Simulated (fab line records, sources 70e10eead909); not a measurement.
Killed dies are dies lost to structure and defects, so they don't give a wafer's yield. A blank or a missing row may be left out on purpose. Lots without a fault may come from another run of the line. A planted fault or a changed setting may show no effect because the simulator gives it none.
A struck lot beside a sound one | flow nand_harc | 34 steps out of a route of 1159
Sound: wafers L883.3, L883.4, L883.5. Struck: wafers L896.1, L896.2, L896.3. The cause comes at the end.
At each step with rows: each side's tool, then ch and its chambers, then its first start. Under that, the readings that differ: sound wafers | struck wafers | difference of the means | sigmas: that difference in standard deviations of wafers without a fault.
alike: readings whose means differ by less than 2 such deviations, and words and numbers that are the same on both sides. not compared: withheld readings, readings that some wafer has no value for, bounds like >300 that may hide the same value, and numbers for which the record gives no deviation and whose values overlap.
The two part at a step that has a row with sigmas, a row that says differs or no value, or rows on one side only. Numbers that don't overlap but have no deviation are shown without sigmas and don't part them. A reading that every wafer of one side lacks parts them only if that side has two wafers or more.

NHARC_A_STAIRCASE_DEP_322: deposits SiO2, target thk 3800 nm.
  sound on pecvd-02 ch 1,2, day 14 07:25; struck on pecvd-01 ch 0,1,2, day 17 17:44
  alike: heater_power_w, susceptor_temp_C
then, 8 steps without rows for these wafers: NHARC_A_STAIRCASE_ANNEAL_323 (time 1800 s); NHARC_A_STAIRCASE_DEP_325 (deposits SiO2, target thk 3800 nm); NHARC_A_STAIRCASE_ANNEAL_326 (time 1800 s); NHARC_A_STAIRCASE_DEHYDRATE_433 (time 120 s); NHARC_A_STAIRCASE_HMDS_434 (time 30 s); NHARC_A_STAIRCASE_COAT_435; NHARC_A_STAIRCASE_SOFTBAKE_436 (time 170 s); NHARC_A_STAIRCASE_EBR_437.
NHARC_A_STAIRCASE_EXPOSE_438: exposes mask STAIR REV.
  sound on krf_scanner-03 ch 0, day 14 22:42; struck on krf_scanner-03, day 18 05:47
  no value came back on the struck wafers for exposure_dose_mJ_cm2, focus_offset_nm (nm), stage_vel_mm_s (mm/s); on the sound wafers exposure_dose_mJ_cm2 reads 28.907 28.973 28.951
  alike: mask
then, 5 steps without rows for these wafers: NHARC_A_STAIRCASE_PEB_439 (peb time 130 s); NHARC_A_STAIRCASE_DEVELOP_440 (time 140 s); NHARC_A_STAIRCASE_HARDBAKE_442 (time 140 s); NHARC_A_STAIRCASE_DESCUM_443 (chemistry O2, time 3 s); NHARC_A_STAIRCASE_ETCH_444 (etches the open film in C4F8/O2, target depth 10200 nm, time 3400 s).
NHARC_A_STAIRCASE_STRIP_446: strips in O2.
  sound on plasma_asher-01 ch 0,1, day 15 02:09; struck on plasma_asher-02 ch 0,1, day 18 08:34
  alike: drypump_motor_current_A, heater_power_w
  not compared: rf_hours_counter_h
then, 3 steps without rows for these wafers: NHARC_A_STAIRCASE_STRIP_447 (strips in SPM, time 900 s); NHARC_A_STAIRCASE_PRECLEAN_448 (cleans in SC1); NHARC_A_STAIRCASE_SRD_449.
NHARC_A_STAIRCASE_CMP_450: polishes SiO2, target thk 200 nm.
  sound on cmp-04 ch 0,1, day 15 02:52; struck on cmp-02 ch 0,1,3, day 18 09:22
  alike: motor_current_A, retaining_ring_pressure_frac
then, 3 steps without rows for these wafers: NHARC_A_STAIRCASE_CMP_152 (polishes); NHARC_A_STAIRCASE_SRD_154; NHARC_A_STAIRCASE_ETCH_403 (etches SiO2 in dHF, target depth 108.2 nm).
NHARC_A_STAIRCASE_ETCHBACK_422: etches the open film in CH3F/O2, target depth 40 nm, time 74.286 s.
  sound on rie_diel-08 ch 1,2,3, day 15 03:25; struck on rie_diel-07 ch 0,2,3, day 18 09:53
  alike: bias_w, drypump_motor_current_A, oes_product_au, rf_vpp_V, showerhead_plenum_p_Torr, throttle_valve_pct
  not compared: rf_hours_counter_h
then, 4 steps without rows for these wafers: NHARC_A_STAIRCASE_ETCH_423 (etches SiO2 in dHF, target depth 30 nm); NHARC_A_STAIRCASE_ETCHBACK_157 (etches the open film in CH3F/O2, target depth 90 nm, time 167.14 s); NHARC_A_STAIRCASE_STRIP_475 (strips in O2, time 20 s); NHARC_A_STAIRCASE_DEP_471 (deposits SiO2, target thk 100 nm).
NHARC_A_STAIRCASE_CMP_472: polishes SiO2.
  sound on cmp-04 ch 0,3, day 15 04:20; struck on cmp-01 ch 0,2,3, day 18 10:50
  alike: motor_current_A, retaining_ring_pressure_frac
then, 5 steps without rows for these wafers: NHARC_A_STAIRCASE_SRD_474; NHARC_A_SGD_CUT_DEP_00 (deposits SiNx, target thk 50 nm); NHARC_A_SGD_CUT_DEHYDRATE_01 (time 120 s); NHARC_A_SGD_CUT_HMDS_02 (time 30 s); NHARC_A_SGD_CUT_COAT_56 (time 75 s).

WHERE THEY PART
Only at NHARC_A_STAIRCASE_EXPOSE_438, within this record. Later steps at which nothing parts them and some readings are alike: NHARC_A_STAIRCASE_STRIP_446, NHARC_A_STAIRCASE_CMP_450, NHARC_A_STAIRCASE_ETCHBACK_422, NHARC_A_STAIRCASE_CMP_472.

WHY: what the simulator had put in
Skipped step whole: krf_scanner-03, from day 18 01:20 on, at NHARC_A_STAIRCASE_EXPOSE_438. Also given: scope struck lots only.
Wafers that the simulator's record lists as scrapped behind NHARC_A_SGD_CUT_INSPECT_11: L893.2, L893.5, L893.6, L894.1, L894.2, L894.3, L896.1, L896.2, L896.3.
